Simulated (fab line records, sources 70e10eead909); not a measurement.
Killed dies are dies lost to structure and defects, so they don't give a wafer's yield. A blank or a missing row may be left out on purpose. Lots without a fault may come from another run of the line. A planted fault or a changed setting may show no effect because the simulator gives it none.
Chamber matching | flow nand_harc | NHARC_A_STAIRCASE_ALD_415 on ald_hk-03: 4 sister chambers
The step deposits SiO2, target thk 30 nm, pulse time 6 s, ald cycles 300. 8 wafers are shown with their chamber, then 8 later ones without.

WAFERS WITH THEIR CHAMBER
wafer  | chamber | heater_power_w (W) | precursor_pulse_height_rel
L083.5 | 1       | 451                | 1.004
L086.1 | 1       | 446                | 1.000
L086.2 | 2       | 534                | 1.027
L086.5 | 0       | 487                | 0.998
L091.2 | 2       | 530                | 1.020
L091.4 | 3       | 432                | 1.015
L091.6 | 3       | 426                | 0.984
L091.1 | 0       | 484                | 0.987

WAFERS WITHOUT THEIR CHAMBER
wafer  | heater_power_w (W) | precursor_pulse_height_rel
L091.3 | 455                | 1.006
L091.5 | 514                | 0.969
L089.1 | 425                | 1.020
L089.3 | 459                | 1.028
L089.6 | 495                | 0.985
L094.1 | 545                | 1.003
L094.4 | 462                | 0.989
L094.6 | 534                | 1.015

WHICH CHAMBER EACH WENT THROUGH
wafer  | from the rows above     | in truth
L091.3 | 1                       | 1
L091.5 | can't be placed: 2 or 0 | 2
L089.1 | 3                       | 3
L089.3 | 1                       | 1
L089.6 | 0                       | 0
L094.1 | 2                       | 2
L094.4 | 1                       | 1
L094.6 | 2                       | 2
Placed correctly: 7 of 8. Can't be placed from these rows: 1 (the true chamber is among the candidates in 1). Placed wrongly: 0.
How it was worked out, from the rows above alone: a wafer's distance from a chamber is the root of the sum, over the readings, of the square of ((its reading less the chamber's mean) divided by the reading's scatter). The wafer belongs to the nearest chamber; if the next one is less than 2 further off, it can't be placed. A chamber's mean is the mean of its shown wafers. The scatter: the root of (the sum of the squares of (reading less its chamber's mean) over the shown wafers, divided by (wafers less chambers)).
